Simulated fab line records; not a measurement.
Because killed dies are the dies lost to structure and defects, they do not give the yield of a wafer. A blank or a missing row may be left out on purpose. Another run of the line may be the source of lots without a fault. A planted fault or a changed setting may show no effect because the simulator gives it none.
Matching of chambers | flow nand_harc | NHARC_P_BONDPAD_CMP_32 on cmp-02: 4 sister chambers
The step polishes SiCN, target thk 200 nm. 4 wafers are shown with their chamber, then 8 later ones without.

EACH WAFER AND ITS CHAMBER
wafer  | chamber | motor_current_A (A)
L088.3 | 2       | 10.7
L088.4 | 3       | 12.3
L091.6 | 0       | 12.0
L093.2 | 1       | 14.0

WAFERS WITHOUT THEIR CHAMBER
wafer  | motor_current_A (A)
L093.5 | 12.4
L093.6 | 11.9
L095.1 | 12.1
L095.4 | 12.0
L095.6 | 11.0
L097.2 | 11.8
L097.3 | 12.6
L097.4 | 11.4

WHICH CHAMBER EACH WENT THROUGH
wafer  | from the rows above          | in truth
L093.5 | can't be placed: 3 or 0      | 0
L093.6 | can't be placed: 0 or 3      | 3
L095.1 | can't be placed: 0 or 3      | 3
L095.4 | can't be placed: 0 or 3      | 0
L095.6 | 2                            | 2
L097.2 | can't be placed: 0 or 3      | 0
L097.3 | can't be placed: 3 or 0      | 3
L097.4 | can't be placed: 0 or 2 or 3 | 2
1 of 8 placed correctly. These rows do not allow placing 7 (true chamber among the candidates in 7). Placed wrongly: 0.
How it was worked out, from the rows above alone: a wafer's distance from a chamber is the root of the sum, over the readings, of the square of ((its reading less the chamber's mean) divided by the reading's scatter). If the next closest chamber is less than 2 further off than the closest, the wafer can't be placed; otherwise it belongs to the closest. Each chamber's mean is taken over the wafers shown for it. The scatter: root of mean squared gap, hidden wafer to nearest shown wafer, with one shown wafer a chamber.
